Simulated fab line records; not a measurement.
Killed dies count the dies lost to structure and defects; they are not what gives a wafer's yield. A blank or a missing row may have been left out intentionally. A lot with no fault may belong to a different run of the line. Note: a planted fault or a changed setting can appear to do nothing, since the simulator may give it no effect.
fab line records | flow n5Finfet
record: lots: 7 wafers: 39
route steps=1938 shown BEOL_M3@950 BEOL_M5@1160
startH: the number of hours between the record's first day and the start of the first shown wafer of the lot | waitH: hours elapsed since this lot's preceding step | " same as the row above | L1.1+2: a row that stands for several wafers | - no value present, or no start provided | * or withheld: withheld | < > ~ a bound
route shown NAME@n: a module of which the file shows steps, and the number in the route of the first | usual: average and standard deviation across the fault-free wafers | same: alike in all rows | chamber/n: place in a boat | sites: the reading at each site | _std_site: how widely they spread, as a standard deviation | _edge_site: the outer-site mean with the inner-site mean subtracted | radiusMm: for every site, how far away it sits from the centre of the wafer | mask NAME#n: copy n | behind: the tool/chamber that last shaped the wafer | hold: what put the lot on hold/how long, in hours/how the hold closed | device: transistor that didn't switch, given as n, p or np | end of line: the tests these same wafers got at the end of their route | a step with no rows: only its recipe | killed: dies that structure and defects cost at the first sort, which is not the same as the wafer's yield | map: a wafer's dies, x killed, . not, _ none there
set.NAME: the setting the step ran with; set.NAME@STEP: the setting that earlier step ran with | model.NAME: the simulator's own value behind a step, which no gauge read
one table per step and one row per wafer, for lots whose settings were changed on purpose
== steps ==
step: N5_BEOL_M3_ETCH_64
recipe: chemistry: N2/H2 target: SOC targetDepthA: 750 overetchA: 150 maskMaterial: SiARC tempC: 40 timeS: 112.5 ionEnergyEv: 200 pressureMtorr: 30 sourceW: 840 biasW: 150 n2FlowSccm: 200 h2FlowSccm: 200
columns lot.wafer tool chamber startH waitH set.timeS model.SiARC_of_BEOL_M3_COAT_62.thkNm model.BEOL_M3.cdOffsetNm
L075.1 rieDiel-03 2 150.99 0.0 61.24 9.2 -1.2
L075.2 " 0 " " 112.5 6.8 0
L075.3 " 1 " " 112.5 7 0.2
L075.4 " 3 " " 112.5 6.8 -0.2
L075.5 " 2 " " 61.24 9.2 -1.4
L075.6 " 3 " " 61.24 9.2 -0.8
L076.1+3+5 rieDiel-05 3,0,2 159.72 0.0 112.5 7 0
L076.2 " 2 " " 112.5 6.8 -0.2
L076.4+6 " 1 " " 112.5 6.8 0
L077.1+3 rieDiel-05 1,0 160.85 0.0 51.05 9.6 -1.2
L077.2 " 2 " " 112.5 7 -0.2
L077.4 " 3 " " 51.05 9.8 -1.4
L077.5 " 3 " " 112.5 6.8 -0.2
L077.6 " 2 " " 112.5 7 0
L078.1+3 rieDiel-03 3,0 161.33 0.0 112.5 6.8 -0.2
L078.2 " 1 " " 157 5 0.6
L078.4 " 3 " " 157 5 1
L078.5 " 0 " " 157 4.8 0.6
L078.6 " 1 " " 112.5 7 0
L093.2 rieDiel-05 3 250.40 0.0 112.5 6.8 0
L093.4 " 0 " " 112.5 6.8 -0.2
L093.5 " 1 " " 112.5 6.6 0
L094.1 rieDiel-03 1 260.42 0.0 112.5 7 0
L094.2+6 " 2,3 " " 112.5 6.8 0
L094.3+4 " 0,3 " " 91.93 7.8 -0.4
L094.5 " 2 " " 91.93 7.8 -0.2
L097.1 rieDiel-03 3 281.94 0.0 112.5 7 -0.4
L097.2+6 " 0 " " 177.6 3.8 0.8
L097.3 " 2 " " 112.5 6.8 -0.4
L097.4 " 1 " " 112.5 7.2 -0.4
L097.5 " 1 " " 177.6 4.2 0.8
step: N5_BEOL_M3_STRIP_65
recipe: chemistry: N2/H2 tempC: 40 n2FlowSccm: 200 h2FlowSccm: 200 rfFrequencyHz: 6e+07
step: N5_BEOL_M3_STRIP_75
recipe: chemistry: N2/H2 tempC: 40 n2FlowSccm: 200 h2FlowSccm: 200 rfFrequencyHz: 6e+07
step: N5_BEOL_M3_STRIP_66
recipe: chemistry: CF4 resist: SiARC powerW: 300 biasPowerW: 75 pressureMtorr: 50 cf4FlowSccm: 150 rfFrequencyHz: 6e+07
step: N5_BEOL_M3_HM_OPEN_17
recipe: chemistry: Cl2/BCl3 targetDepthA: 200 overetchA: 60 target: TiN maskMaterial: SOC ionEnergyEv: 150 pressureMtorr: 10 icpW: 1000 biasW: 126 Cl2_flow_sccm: 53.25 bcl3FlowSccm: 21.75 Ar_flow_sccm: 25
columns lot.wafer tool chamber startH waitH set.timeS@BEOL_M3_ETCH_64 model.etch.depthNm model.BEOL_M3.cdOffsetNm
L075.1 rieMetal-02 0 151.16 0.0 61.24 19.65 -1.2
L075.2 " 1 " " 112.5 19.57 -0.2
L075.3 " 1 " " 112.5 19.82 0.2
L075.4 " 0 " " 112.5 19.7 -0.2
L075.5 " 0 " " 61.24 19.81 -1.4
L075.6 " 1 " " 61.24 19.6 -1
L076.1 rieMetal-03 0 159.88 0.0 112.5 20.03 0
L076.2 " 1 " " 112.5 19.9 0
L076.3 " 0 " " 112.5 20.08 0
L076.4 " 1 " " 112.5 20.01 0
L076.5 " 0 " " 112.5 19.92 0
L076.6 " 1 " " 112.5 20.13 0
L077.1+3 rieMetal-02 1 161.01 0.0 51.05 19.94 -1.2
L077.2 " 0 " " 112.5 19.8 -0.4
L077.4 " 0 " " 51.05 19.78 -1.4
L077.5 " 0 " " 112.5 19.68 -0.2
L077.6 " 1 " " 112.5 19.83 -0.2
L078.1 rieMetal-02 1 161.50 0.0 112.5 19.75 -0.2
L078.2 " 0 " " 157 15.69 0.6
L078.3 " 1 " " 112.5 19.71 -0.2
L078.4 " 0 " " 157 15.65 1
L078.5 " 0 " " 157 15.7 0.6
L078.6 " 1 " " 112.5 19.75 0
L093.2 rieMetal-02 1 250.56 0.0 112.5 20.14 0
L093.4 " 1 " " 112.5 20 0
L093.5 " 0 " " 112.5 20.25 0.2
L094.1 rieMetal-01 0 260.59 0.0 112.5 19.7 0
L094.2 " 1 " " 112.5 19.45 0
L094.3 " 1 " " 91.93 19.59 -0.6
L094.4 " 0 " " 91.93 19.84 -0.4
L094.5 " 0 " " 91.93 19.73 -0.2
L094.6 " 1 " " 112.5 19.14 -0.2
L097.1 rieMetal-01 1 282.11 0.0 112.5 20.32 -0.2
L097.2 " 0 " " 177.6 14.24 0.8
L097.3 " 0 " " 112.5 20.3 -0.2
L097.4 " 1 " " 112.5 20.6 -0.4
L097.5 " 0 " " 177.6 14.27 1
L097.6 " 1 " " 177.6 14.1 0.8
step: N5_BEOL_M3_STRIP_19
recipe: chemistry: O2 powerW: 400 tempC: 40 pressureMtorr: 30 rfFrequencyHz: 6e+07 biasPowerW: 0 overashFraction: 0.2 o2FlowSccm: 225
step: N5_BEOL_M3_CD_MEAS_18
recipe: pitchNm: 36 targetCdNm: 18
usual: cdNm: 17.91/0.27
columns lot.wafer tool chamber startH waitH set.timeS@BEOL_M3_ETCH_64 cdNm
L075.1 cdSem-02 - 151.34 0.0 61.24 -
L075.2 " - " " 112.5 17.96
L075.3 " - " " 112.5 18.08
L075.4 " - " " 112.5 17.51
L075.5 " - " " 61.24 -
L075.6 " - " " 61.24 -
L076.1 cdSem-01 - 160.13 0.0 112.5 18.09
L076.2 " - " " 112.5 18.03
L076.3 " - " " 112.5 17.64
L076.4 " - " " 112.5 17.98
L076.5 " - " " 112.5 18.42
L076.6 " - " " 112.5 18.04
L077.1 cdSem-01 - 161.28 0.0 51.05 -
L077.2 " - " " 112.5 17.42
L077.3 " - " " 51.05 -
L077.4 " - " " 51.05 -
L077.5 " - " " 112.5 17.80
L077.6 " - " " 112.5 17.88
L078.1 cdSem-03 - 161.69 0.1 112.5 17.57
L078.2 " - " " 157 18.92
L078.3 " - " " 112.5 17.75
L078.4 " - " " 157 19.03
L078.5 " - " " 157 18.94
L078.6 " - " " 112.5 17.93
L093.2 cdSem-03 - 250.75 0.1 112.5 17.81
L093.4 " - " " 112.5 18.04
L093.5 " - " " 112.5 18.24
L094.1 cdSem-01 - 260.77 0.0 112.5 18.18
L094.2 " - " " 112.5 18.02
L094.3 " - " " 91.93 17.35
L094.4 " - " " 91.93 17.42
L094.5 " - " " 91.93 18.03
L094.6 " - " " 112.5 18.10
L097.1 cdSem-02 - 282.42 0.0 112.5 17.38
L097.2 " - " " 177.6 18.85
L097.3 " - " " 112.5 17.93
L097.4 " - " " 112.5 17.79
L097.5 " - " " 177.6 19.68
L097.6 " - " " 177.6 19.35
step: N5_BEOL_M3_COAT_67
recipe: resist: SOC tempC: 250 timeS: 60 spinRpm: 1500 resistThkNm: 60
step: N5_BEOL_M3_COAT_68
recipe: resist: SiARC tempC: 220 timeS: 60 spinRpm: 1500 resistThkNm: 12
step: N5_BEOL_M3_PRECLEAN_42
recipe: chemistry: residueRemover timeS: 60 tempC: 40
step: N5_BEOL_M3_SRD_43
recipe: timeS: 30 tempC: 23 rinseLiquid: diw dry: ipaMarangoni
step: N5_BEOL_M3_CD_MEAS_35
recipe: targetCdNm: 18 targetCdYNm: 21 polarity: opening
usual: cdNm: 17.94/0.27
columns lot.wafer tool chamber startH waitH set.timeS@BEOL_M3_ETCH_64 cdNm
L075.1 cdSem-03 - 163.85 0.0 61.24 -
L075.2 " - " " 112.5 17.82
L075.3 " - " " 112.5 17.82
L075.4 " - " " 112.5 18.03
L075.5 " - " " 61.24 -
L075.6 " - " " 61.24 -
L076.1 cdSem-01 - 165.16 0.0 112.5 17.73
L076.2 " - " " 112.5 18.04
L076.3 " - " " 112.5 17.88
L076.4 " - " " 112.5 18.05
L076.5 " - " " 112.5 18.45
L076.6 " - " " 112.5 18.14
L077.1 cdSem-01 - 165.20 0.0 51.05 -
L077.2 " - " " 112.5 17.59
L077.3 " - " " 51.05 -
L077.4 " - " " 51.05 -
L077.5 " - " " 112.5 17.29
L077.6 " - " " 112.5 18.23
L078.1 cdSem-02 - 174.45 0.0 112.5 17.74
L078.2 " - " " 157 18.70
L078.3 " - " " 112.5 17.60
L078.4 " - " " 157 19.40
L078.5 " - " " 157 18.69
L078.6 " - " " 112.5 18.10
L093.2 cdSem-02 - 259.74 0.0 112.5 17.78
L093.4 " - " " 112.5 18.05
L093.5 " - " " 112.5 17.99
L094.1 cdSem-03 - 268.06 0.0 112.5 18.01
L094.2 " - " " 112.5 18.10
L094.3 " - " " 91.93 17.31
L094.4 " - " " 91.93 17.77
L094.5 " - " " 91.93 18.02
L094.6 " - " " 112.5 17.99
L097.1 cdSem-01 - 287.63 0.0 112.5 17.83
L097.2 " - " " 177.6 19.38
L097.3 " - " " 112.5 17.46
L097.4 " - " " 112.5 17.77
L097.5 " - " " 177.6 18.72
L097.6 " - " " 177.6 19.56
step: N5_BEOL_M5_TRENCH_ETCH_37
recipe: chemistry: C4F6/O2 targetDepthA: 716.52 target: SiCOH_lowk timeS: 24.7 ionEnergyEv: 250 pressureMtorr: 30 sourceW: 345 biasW: 185 Ar_flow_sccm: 300 C4F6_flow_sccm: 10 O2_flow_sccm: 10
columns lot.wafer tool chamber startH waitH set.timeS model.etch.depthNm model.BEOL_M5.featureDepthNm model.TiN_of_BEOL_M5_HM_DEP_02.thkNm
L075.1 rieDiel-06 3 - - 24.7 72.79 72.8 17.8
L075.2 " 2 " " 24.7 71.18 71.2 17.8
L075.3 " 1 " " 24.7 72.57 72.6 17.6
L075.4 " 0 " " 24.7 71.11 71.2 17.6
L075.5 " 3 " " 24.7 73.03 73 17.6
L075.6 " 2 " " 24.7 71.13 71.2 17.8
L076.1 rieDiel-05 2 - - 34.78 99.75 99.8 16.8
L076.2 " 3 " " 24.7 71.22 71.2 17.6
L076.3 " 0 " " 24.7 70.94 71 17.6
L076.4 " 1 " " 34.78 101.1 101 16.8
L076.5 " 0 " " 34.78 100.1 100.2 17
L076.6 " 3 " " 24.7 70.97 71 17.8
L077.1 rieDiel-05 2 - - 28.63 81.46 81.4 17.2
L077.2+5 " 0 " " 24.7 70.47 70.4 17.6
L077.3 " 3 " " 24.7 70.94 71 17.6
L077.4 " 2 " " 28.63 81.34 81.4 17.4
L077.6 " 3 " " 28.63 81.48 81.4 17.4
L078.1 rieDiel-06 1 - - 39 114.4 114.4 17.2
L078.2 " 2 " " 24.7 70.49 70.4 18.4
L078.3 " 0 " " 24.7 71.56 71.6 18.4
L078.4 " 3 " " 24.7 71.98 72 18.4
L078.5 " 0 " " 39 113 113 17.2
L078.6 " 1 " " 39 113.9 113.8 17.2
L093.2 rieDiel-06 2 - - 24.7 69.31 69.4 17.8
L093.4 " 0 " " 24.7 70.38 70.4 17.8
L093.5 " 0 " " 24.7 70.47 70.4 17.6
L094.1 rieDiel-06 2 - - 11.04 31.45 31.4 19.4
L094.2 " 0 " " 24.7 70.76 70.8 18
L094.3 " 1 " " 24.7 72.47 72.4 18
L094.4 " 3 " " 11.04 32.55 32.6 19.4
L094.5 " 0 " " 11.04 31.88 31.8 19.4
L094.6 " 1 " " 24.7 72.11 72.2 18
L097.1 rieDiel-06 0 - - 24.7 71.1 71 17.6
L097.2 " 3 " " 11.46 33.35 33.4 18.8
L097.3 " 1 " " 24.7 71.88 71.8 17.8
L097.4 " 2 " " 11.46 32.89 32.8 18.8
L097.5 " 2 " " 11.46 32.57 32.6 18.8
L097.6 " 1 " " 24.7 72.23 72.2 17.6
step: N5_BEOL_M5_ETCH_41
recipe: chemistry: CH3F/O2 target: SiCN targetDepthA: 315 taperDeg: 2 timeS: 56.7 ionEnergyEv: 120 maskMaterial: TiN pressureMtorr: 30 sourceW: 395 biasW: 75 Ar_flow_sccm: 150 CH3F_flow_sccm: 30 O2_flow_sccm: 20
step: N5_BEOL_M5_STRIP_91
recipe: chemistry: N2/H2 timeS: 10 powerW: 450 tempC: 40 pressureMtorr: 20 rfFrequencyHz: 6e+07 biasPowerW: 7 n2FlowSccm: 200 h2FlowSccm: 200
step: N5_BEOL_M5_OCD_MEAS_38
usual: trenchDepthNm: 71.4/1.1
columns lot.wafer tool chamber startH waitH set.timeS@BEOL_M5_TRENCH_ETCH_37 trenchDepthNm
L075.1 ocd-01 - 182.13 - 24.7 -
L075.2 " - " " 24.7 71.9
L075.3 " - " " 24.7 72.4
L075.4 " - " " 24.7 70.9
L075.5 " - " " 24.7 -
L075.6 " - " " 24.7 -
L076.1 ocd-01 - 184.82 - 34.78 99.4
L076.2 " - " " 24.7 71.1
L076.3 " - " " 24.7 71.4
L076.4 " - " " 34.78 100.3
L076.5 " - " " 34.78 100.3
L076.6 " - " " 24.7 70.9
L077.1 ocd-01 - 193.40 - 28.63 -
L077.2 " - " " 24.7 70.4
L077.3 " - " " 24.7 -
L077.4 " - " " 28.63 -
L077.5 " - " " 24.7 70.5
L077.6 " - " " 28.63 81.6
L078.1 ocd-01 - 194.57 - 39 114.5
L078.2 " - " " 24.7 69.9
L078.3 " - " " 24.7 71.4
L078.4 " - " " 24.7 72.3
L078.5 " - " " 39 113.2
L078.6 " - " " 39 113.7
L093.2 ocd-02 - 281.22 - 24.7 69.5
L093.4 " - " " 24.7 71.2
L093.5 " - " " 24.7 70.9
L094.1 ocd-01 - 292.68 - 11.04 31.5
L094.2 " - " " 24.7 70.4
L094.3 " - " " 24.7 72.2
L094.4 " - " " 11.04 32.1
L094.5 " - " " 11.04 31.4
L094.6 " - " " 24.7 72.2
L097.1 ocd-01 - 308.56 - 24.7 71.3
L097.2 " - " " 11.46 33.9
L097.3 " - " " 24.7 71.7
L097.4 " - " " 11.46 32.8
L097.5 " - " " 11.46 32.2
L097.6 " - " " 24.7 72.1
step: N5_BEOL_M5_HM_STRIP_39
recipe: chemistry: peroxideTinStrip material: TiN targetDepthA: 250 tempC: 50 timeS: 158
step: N5_BEOL_M5_SRD_40
recipe: timeS: 30 tempC: 23 rinseLiquid: diw dry: ipaMarangoni
step: N5_BEOL_M5_ECD_50
recipe: material: Cu targetThkA: 3000
step: N5_BEOL_M5_ANNEAL_51
recipe: tempC: 225 timeS: 90 ambient: N2
step: N5_BEOL_M5_CMP_52
recipe: stopOn: SiCOH_lowk tOverpolishS: 6.9 downForcePsi: 1 platenRpm: 50 clearingPlatenDownForcePsi: 1.5 clearingPlatenRpm: 50 postCmpClean: cuAlkaline targetThkNm: 62 clearingPlatenPadVelocityMS: 0.99484 padVelocityMS: 0.99484
columns lot.wafer tool chamber startH waitH set.timeS@BEOL_M5_TRENCH_ETCH_37 model.Cu_of_BEOL_M5_ECD_50.thkNm
L075.2 cmp-04 2 189.80 0.2 24.7 62
L075.4 " 3 " " 24.7 61.6
L075.3 " 0 " " 24.7 62.8
L075.1 " 1 " " 24.7 64.8
L075.6 " 2 " " 24.7 62.4
L075.5 " 3 " " 24.7 63.4
L076.3 cmp-02 2 191.60 0.2 24.7 61.8
L076.2 " 3 " " 24.7 62
L076.4 " 0 " " 34.78 92.4
L076.1 " 1 " " 34.78 90.2
L076.6 " 2 " " 24.7 62.6
L076.5 " 3 " " 34.78 91.4
L077.1 cmp-04 2 200.04 0.3 28.63 71.8
L077.2 " 3 " " 24.7 60.6
L077.4 " 0 " " 28.63 72.2
L077.3 " 1 " " 24.7 61.8
L077.6 " 2 " " 28.63 72.4
L077.5 " 3 " " 24.7 61
L078.4 cmp-03 0 201.77 0.1 24.7 61.8
L078.3 " 1 " " 24.7 61.2
L078.2 " 2 " " 24.7 60
L078.1 " 3 " " 39 103.8
L078.5 " 0 " " 39 102.4
L078.6 " 1 " " 39 103.4
L093.2 cmp-03 2 288.58 0.2 24.7 59
L093.4 " 0 " " 24.7 60.2
L093.5 " 3 " " 24.7 61.4
L094.4 cmp-02 2 298.80 0.1 11.04 24.8
L094.2 " 3 " " 24.7 60.4
L094.1 " 0 " " 11.04 23
L094.3 " 1 " " 24.7 62.6
L094.5 " 2 " " 11.04 24.4
L094.6 " 3 " " 24.7 63.4
L097.3 cmp-04 3 314.95 0.2 24.7 61.8
L097.2 " 0 " " 11.46 23.4
L097.1 " 1 " " 24.7 62
L097.4 " 2 " " 11.46 22.8
L097.6 " 3 " " 24.7 62.6
L097.5 " 0 " " 11.46 22.4
step: N5_BEOL_M5_THK_MEAS_53
recipe: thkMeasGauge: xrf reads: Cu_of_BEOL_M5_ECD_50
usual: M5_THK: 60.8/1.6
columns lot.wafer tool chamber startH waitH set.timeS@BEOL_M5_TRENCH_ETCH_37 M5_THK[nm]
L075.1 filmMetro-02 - 190.09 - 24.7 -
L075.2 " - " " 24.7 61.4
L075.3 " - " " 24.7 62.0
L075.4 " - " " 24.7 60.8
L075.5 " - " " 24.7 -
L075.6 " - " " 24.7 -
L076.1 filmMetro-02 - 191.90 - 34.78 88.6
L076.2 " - " " 24.7 60.9
L076.3 " - " " 24.7 60.5
L076.4 " - " " 34.78 90.0
L076.5 " - " " 34.78 89.8
L076.6 " - " " 24.7 61.6
L077.1 filmMetro-01 - 200.34 - 28.63 -
L077.2 " - " " 24.7 60.1
L077.3 " - " " 24.7 -
L077.4 " - " " 28.63 -
L077.5 " - " " 24.7 60.3
L077.6 " - " " 28.63 71.9
L078.1 filmMetro-01 - 202.06 - 39 102.9
L078.2 " - " " 24.7 59.8
L078.3 " - " " 24.7 60.7
L078.4 " - " " 24.7 61.4
L078.5 " - " " 39 101.6
L078.6 " - " " 39 102.2
L093.2 filmMetro-01 - 288.87 - 24.7 58.0
L093.4 " - " " 24.7 59.1
L093.5 " - " " 24.7 60.4
L094.1 filmMetro-01 - 299.09 - 11.04 22.4
L094.2 " - " " 24.7 58.4
L094.3 " - " " 24.7 60.7
L094.4 " - " " 11.04 24.2
L094.5 " - " " 11.04 23.6
L094.6 " - " " 24.7 61.5
L097.1 filmMetro-02 - 315.24 - 24.7 61.5
L097.2 " - " " 11.46 23.2
L097.3 " - " " 24.7 61.0
L097.4 " - " " 11.46 22.6
L097.5 " - " " 11.46 22.4
L097.6 " - " " 24.7 62.1
step: N5_BEOL_M5_PRE_CLEAN_77
recipe: gas: NH3/H2 timeS: 15 tempC: * rfPowerW: 300
step: N5_BEOL_M5_CO_CAP_78
recipe: material: Co targetThkA: 20 tempC: 200 precursor: CCTBA/H2 pressureTorr: 30 timeS: 102.1
step: N5_BEOL_M5_PRE_CLEAN_55
recipe: gas: NH3 timeS: 15 tempC: withheld rfPowerW: 300
step: N5_BEOL_M5_DEP_56
recipe: material: SiCN targetThkA: 80 tempC: withheld precursor: 3MS/NH3 pressureTorr: 3 rfW: 202 timeS: 14
step: N5_BEOL_M5_RS_MEAS_57
recipe: thkMeasGauge: four-point-probe reads: Co_of_BEOL_M5_CO_CAP_78+Cu_of_BEOL_M5_ECD_50+Co_of_BEOL_M5_CVD_47+TaN_of_BEOL_M5_ALD_86
usual: M5_RS: 0.388/0.013
columns lot.wafer tool chamber startH waitH set.timeS@BEOL_M5_TRENCH_ETCH_37 M5_RS[ohm/sq]
L075.1 filmMetro-01 - 190.35 0.0 24.7 -
L075.2 " - " " 24.7 0.387
L075.3 " - " " 24.7 0.381
L075.4 " - " " 24.7 0.391
L075.5 " - " " 24.7 -
L075.6 " - " " 24.7 -
L076.1 filmMetro-01 - 192.19 0.1 34.78 0.248
L076.2 " - " " 24.7 0.386
L076.3 " - " " 24.7 0.388
L076.4 " - " " 34.78 0.241
L076.5 " - " " 34.78 0.244
L076.6 " - " " 24.7 0.381
L077.1 filmMetro-02 - 200.60 0.0 28.63 -
L077.2 " - " " 24.7 0.398
L077.3 " - " " 24.7 -
L077.4 " - " " 28.63 -
L077.5 " - " " 24.7 0.395
L077.6 " - " " 28.63 0.321
L078.1 filmMetro-01 - 202.36 0.0 39 0.211
L078.2 " - " " 24.7 0.402
L078.3 " - " " 24.7 0.392
L078.4 " - " " 24.7 0.388
L078.5 " - " " 39 0.214
L078.6 " - " " 39 0.212
L093.2 filmMetro-02 - 289.16 0.1 24.7 0.411
L093.4 " - " " 24.7 0.401
L093.5 " - " " 24.7 0.392
L094.1 filmMetro-02 - 299.35 0.0 11.04 1.403
L094.2 " - " " 24.7 0.400
L094.3 " - " " 24.7 0.382
L094.4 " - " " 11.04 1.262
L094.5 " - " " 11.04 1.285
L094.6 " - " " 24.7 0.377
L097.1 filmMetro-02 - 315.51 0.1 24.7 0.387
L097.2 " - " " 11.46 1.362
L097.3 " - " " 24.7 0.388
L097.4 " - " " 11.46 1.411
L097.5 " - " " 11.46 1.441
L097.6 " - " " 24.7 0.383
== key ==
split: step: N5_BEOL_M3_ETCH_64 setting: timeS stated: 112.5 by: wafer
response: step: N5_BEOL_M3_ETCH_64 reading: model.SiARC_of_BEOL_M3_COAT_62.thkNm change: -0.0511 per: 1% r: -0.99
response: step: N5_BEOL_M3_ETCH_64 reading: model.BEOL_M3.cdOffsetNm change: +0.0217 per: 1% r: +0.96
response: step: N5_BEOL_M3_HM_OPEN_17 reading: model.etch.depthNm shape: bent atLowest: 19.89 atStated: 19.9 atHighest: 14.2
response: step: N5_BEOL_M3_HM_OPEN_17 reading: model.BEOL_M3.cdOffsetNm change: +0.0206 per: 1% r: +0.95
response: step: N5_BEOL_M3_CD_MEAS_18 reading: cdNm change: +0.0284 per: 1% r: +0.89
response: step: N5_BEOL_M3_CD_MEAS_35 reading: cdNm change: +0.0265 per: 1% r: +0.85
split: step: N5_BEOL_M5_TRENCH_ETCH_37 setting: timeS stated: 24.7 by: wafer
response: step: N5_BEOL_M5_TRENCH_ETCH_37 reading: model.etch.depthNm change: +0.723 per: 1% r: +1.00
response: step: N5_BEOL_M5_TRENCH_ETCH_37 reading: model.BEOL_M5.featureDepthNm change: +0.723 per: 1% r: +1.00
response: step: N5_BEOL_M5_TRENCH_ETCH_37 reading: model.TiN_of_BEOL_M5_HM_DEP_02.thkNm change: -0.0218 per: 1% r: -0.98
response: step: N5_BEOL_M5_OCD_MEAS_38 reading: trenchDepthNm change: +0.724 per: 1% r: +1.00
response: step: N5_BEOL_M5_CMP_52 reading: model.Cu_of_BEOL_M5_ECD_50.thkNm change: +0.716 per: 1% r: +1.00
response: step: N5_BEOL_M5_THK_MEAS_53 reading: M5_THK change: +0.703 per: 1% r: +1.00
response: step: N5_BEOL_M5_RS_MEAS_57 reading: M5_RS shape: bent atLowest: 1.317 atStated: 0.390 atHighest: 0.212
